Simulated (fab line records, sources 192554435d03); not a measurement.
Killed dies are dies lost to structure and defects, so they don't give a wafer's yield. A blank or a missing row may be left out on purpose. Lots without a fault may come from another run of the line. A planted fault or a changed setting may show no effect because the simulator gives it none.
A struck lot beside a sound one | flow n5_finfet | 26 steps out of a route of 1938
Sound: wafers L715.1, L715.2, L715.5. Struck: wafers L725.1, L725.2, L725.5. The cause comes at the end.
At each step with rows: each side's tool, then ch and its chambers, then its first start. Under that, the readings that differ: sound wafers | struck wafers | difference of the means | sigmas: that difference in standard deviations of wafers without a fault.
alike: readings whose means differ by less than 2 such deviations, and words and numbers that are the same on both sides. not compared: withheld readings, readings that some wafer has no value for, bounds like >300 that may hide the same value, and numbers for which the record gives no deviation and whose values overlap.
The two part at a step that has a row with sigmas, a row that says differs or no value, or rows on one side only. Numbers that don't overlap but have no deviation are shown without sigmas and don't part them. A reading that every wafer of one side lacks parts them only if that side has two wafers or more.

first, 1 step without rows for these wafers: N5_MOL_CONTACT_COAG_SRD_126 (dry time 32 s).
N5_MOL_CONTACT_COAG_CMP_23: polishes, stops on SiO2, t overpolish 1.5 s, target thk 0 nm.
  sound on cmp-02 ch 1,2,3, day 5 17:54; struck on cmp-02 ch 0,1, day 8 07:02
  alike: edge_zone_pressure_frac, motor_current_A, overpolish_run_s, time_to_endpoint_s
then, 2 steps without rows for these wafers: N5_MOL_CONTACT_COAG_WET_ETCH_26 (target Co, target depth 13 nm); N5_MOL_CONTACT_COAG_WET_ETCH_116 (etches the open film in SC1-inhibited, target depth 4.6 nm, rinse time 30 s).
N5_MOL_CONTACT_COAG_ALD_27: deposits SiOC, target thk 17 nm, pulse time 1.5 s, time 2720 s.
  sound on ald_sin-03 ch 0,2,3, day 5 18:38; struck on ald_sin-01 ch 0,2, day 8 07:52
  alike: heater_power_w, precursor_pulse_height_rel
then, 1 step without rows for these wafers: N5_MOL_CONTACT_COAG_CMP_28 (polishes, stops on SiNx, t overpolish 0.85 s, target thk 14.522 nm).
N5_MOL_CONTACT_COAG_THK_MEAS_29:
  sound on film_metro-01, day 5 20:30; struck on film_metro-02, day 8 09:43
  alike: MD_CAP_THK
N5_MOL_CONTACT_COAG_ALD_123: deposits SiNx, target thk 5 nm, pulse time 1 s, purge time 2 s.
  sound on ald_sin-01 ch 0,1,3, day 5 20:32; struck on ald_sin-02 ch 0,1,2, day 8 10:16
  alike: heater_power_w, precursor_pulse_height_rel
then, 2 steps without rows for these wafers: N5_MOL_CONTACT_COAG_PECVD_31 (deposits SiO2 from TEOS/O2, target thk 46 nm, time 8.9 s); N5_MOL_CONTACT_COAG_COAT_75 (time 60 s, resist thk 60 nm).
N5_MOL_CONTACT_COAG_COAT_76: time 60 s, resist thk 10 nm.
  sound on litho_track-05 ch 0, day 5 21:07; struck on litho_track-05 ch 0, day 8 10:49
  reading              | sound                | struck               | difference | sigmas
  spin_speed_rpm (rpm) | 1499.9 1499.6 1499.2 | 1456.3 1455.6 1458.3 | -42.8      | -49
  alike: exhaust_pa
then, 7 steps without rows for these wafers: N5_MOL_CONTACT_COAG_COAT_77 (time 60 s, resist thk 10 nm); N5_MOL_CONTACT_COAG_COAT_78 (resist thk 40 nm); N5_MOL_CONTACT_COAG_EBR_80; N5_MOL_CONTACT_COAG_SOFTBAKE_79 (time 60 s); N5_MOL_CONTACT_COAG_EXPOSE_81 (exposes mask VG, defocus 0 nm); N5_MOL_CONTACT_COAG_PEB_82 (peb time 60 s); N5_MOL_CONTACT_COAG_DEVELOP_83 (develop time 30 s).
N5_MOL_CONTACT_COAG_CD_MEAS_84: target cd 25.1 nm.
  sound on cd_sem-01 ch 0, day 5 21:24; struck on cd_sem-01 ch 0, day 8 11:13
  alike: cd_nm
N5_MOL_CONTACT_COAG_OVL_MEAS_85:
  sound on overlay-01 ch 0, day 5 21:26; struck on overlay-01 ch 0, day 8 11:15
  alike: VG_OVL
N5_MOL_CONTACT_COAG_INSPECT_57: inspects for defects (brightfield).
  sound on defect_inspect-02, day 5 21:29; struck on defect_inspect-01, day 8 11:19
  alike: raw_defect_count
N5_MOL_CONTACT_COAG_DESCUM_88: chemistry O2, time 7 s.
  sound on rie_diel-06 ch 2,3, day 5 21:50; struck on rie_diel-02 ch 0,3, day 8 11:21
  alike: drypump_motor_current_A, oes_product_au, rf_vpp_V, showerhead_plenum_p_Torr, throttle_valve_pct
  not compared: rf_hours_counter_h
then, 1 step without rows for these wafers: N5_MOL_CONTACT_COAG_ETCH_89 (etches underlayer in N2/H2, target depth 13 nm, time 10.4 s).
N5_MOL_CONTACT_COAG_ETCH_90: etches SiARC in CF4, target depth 13 nm, time 21.7 s.
  sound on rie_diel-06 ch 2,3, day 5 21:53; struck on rie_diel-02 ch 0,3, day 8 11:24
  reading                  | sound          | struck            | difference | sigmas
  model.etch.depth_nm (nm) | 10.01 10.03 10 | 10.14 10.13 10.14 | +0.12      |
  alike: drypump_motor_current_A, etch_rf_on_time_s, oes_product_au, rf_vpp_V, showerhead_plenum_p_Torr, throttle_valve_pct
  not compared: rf_hours_counter_h
N5_MOL_CONTACT_COAG_ALD_131: deposits SiO2, target thk 5 nm, pulse time 1 s, co reactant pulse time 1 s.
  sound on ald_sin-01 ch 1,3, day 5 21:58; struck on ald_sin-02 ch 0,1,3, day 8 12:01
  alike: heater_power_w, precursor_pulse_height_rel
-- the record jumps here: 3 days lie between the struck wafers' starts before and after (it left off in module MOL_CONTACT_COAG and takes up again in module BEOL_M4, whose first step shown is number 1111 of the route) --
N5_BEOL_M4_RC_MEAS_101:
  sound on prober-02 ch 0, day 8 16:40; struck on prober-01 ch 0, day 11 21:16
  reading        | sound          | struck         | difference | sigmas
  DIBL_N (mV/V)  | 33.2 32.4 34.3 | 39.2 38.7 36.1 | +4.7       | +2
  DIBL_P (mV/V)  | 31.9 31.4 33.2 | 41.3 40.3 38.5 | +7.9       | +3
  IOFF_N (nA/um) | 0.11 0.10 0.13 | 0.21 0.22 0.17 | +0.09      | +3
  IOFF_P (nA/um) | 0.14 0.14 0.16 | 0.29 0.28 0.24 | +0.12      | +4
  SS_N (mV/dec)  | 70.6 70.6 71.1 | 72.9 73.0 72.0 | +1.9       | +3
  SS_P (mV/dec)  | 71.5 72.0 72.6 | 74.2 75.1 75.0 | +2.7       | +4
  VT_P (mV)      | -256 -257 -253 | -248 -242 -247 | +10        | +3
  alike: ION_N, ION_P, VT_N

WHERE THEY PART
First at N5_MOL_CONTACT_COAG_COAT_76; last, within this record, at N5_BEOL_M4_RC_MEAS_101.

WHY: what the simulator had put in
Process parameter drift: litho_track-05, from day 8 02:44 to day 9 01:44, at N5_MOL_CONTACT_COAG_COAT_76. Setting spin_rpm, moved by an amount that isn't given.
